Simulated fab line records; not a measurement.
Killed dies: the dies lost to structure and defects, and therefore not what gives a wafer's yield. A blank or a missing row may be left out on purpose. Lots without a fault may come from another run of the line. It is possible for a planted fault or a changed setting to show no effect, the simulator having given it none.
The tool behind it: which one? :: flow nandHarc :: 6 lots, 18 wafers sampled, at 4 steps of a route of 1302

## WHAT EACH GAUGE READ, for each wafer
NHARC_P_GATE_CD_MEAS_59 targets a cd of 720 nm.
lot: L707
measured: day 6 06:22
on: cdSem-03
cdNm (nm): 720.7 720.3 718.6

lot: L708
measured: day 6 23:10
on: cdSem-01
cdNm (nm): 718.2 718.5 719.2

lot: L720
measured: day 11 16:04
on: cdSem-02
cdNm (nm): 717.7 720.7 721.2

lot: L723
measured: day 12 22:29
on: cdSem-02
cdNm (nm): 717.2 718.2 717.3

lot: L725
measured: day 13 12:56
on: cdSem-01
cdNm (nm): 719.0 719.2 721.4

lot: L728
measured: day 14 20:06
on: cdSem-02
cdNm (nm): 719.3 719.4 718.3

## TOOL THAT RAN EACH LOT (tool first, then ch and the chambers of the sampled wafers, then the start)
lot: L707
NHARC_P_GATE_DEP_103: pecvd-02 ch 1,2, day 5 16:01
NHARC_P_GATE_ETCHBACK_37: rieDiel-11 ch 0,2,3, day 6 06:13 or earlier
NHARC_P_GATE_EXPOSE_56: krfScanner-03 ch 0, day 6 06:13

lot: L708
NHARC_P_GATE_DEP_103: pecvd-01 ch 0,1,2, day 6 08:46
NHARC_P_GATE_ETCHBACK_37: rieDiel-08 ch 0,1,3, day 6 23:01 or earlier
NHARC_P_GATE_EXPOSE_56: krfScanner-03 ch 0, day 6 23:01

lot: L720
NHARC_P_GATE_DEP_103: pecvd-03 ch 0,1,2, day 11 00:47
NHARC_P_GATE_ETCHBACK_37: rieDiel-11 ch 0,2,3, day 11 15:55 or earlier
NHARC_P_GATE_EXPOSE_56: krfScanner-01 ch 0, day 11 15:55

lot: L723
NHARC_P_GATE_DEP_103: pecvd-01 ch 1,2, day 12 08:23
NHARC_P_GATE_ETCHBACK_37: rieDiel-11 ch 0,2,3, day 12 22:20 or earlier
NHARC_P_GATE_EXPOSE_56: krfScanner-01 ch 0, day 12 22:20

lot: L725
NHARC_P_GATE_DEP_103: pecvd-03 ch 1,2, day 12 22:38
NHARC_P_GATE_ETCHBACK_37: rieDiel-09 ch 0,1,3, day 13 12:46 or earlier
NHARC_P_GATE_EXPOSE_56: krfScanner-01 ch 0, day 13 12:46

lot: L728
NHARC_P_GATE_DEP_103: pecvd-03 ch 0,1,2, day 14 05:38
NHARC_P_GATE_ETCHBACK_37: rieDiel-11 ch 0,2, day 14 19:57 or earlier
NHARC_P_GATE_EXPOSE_56: krfScanner-03 ch 0, day 14 19:57
- NHARC_P_GATE_DEP_103: deposits SiON, target thk 30 nm.
- NHARC_P_GATE_ETCHBACK_37: etches the open film in CHF3/O2, target depth 34.5 nm, time 17.2 s.
- NHARC_P_GATE_EXPOSE_56: exposes mask P PSD, target cd 720 nm.

## THE ANSWER, worked out from the rows above alone
Rule: the usual values come from the lots themselves. The widest of any qualifying gaps counts: lots, ordered by their means at a reading, are off when they make up no more than a third of the lots, leave a main group of 4 or more, and stand apart from it by 3 or more times the standard deviation of that group's means. A main group whose means are all the same, to the digits that the tables above print for the reading, isn't used. A lot without any number at a reading at which 4 lots or more have one is off too. Where the step has rows for the other lots, those lots are counted as sound.
Nothing can be told from this: no lot is off at any reading shown.

## WHAT THE SIMULATOR PUT IN
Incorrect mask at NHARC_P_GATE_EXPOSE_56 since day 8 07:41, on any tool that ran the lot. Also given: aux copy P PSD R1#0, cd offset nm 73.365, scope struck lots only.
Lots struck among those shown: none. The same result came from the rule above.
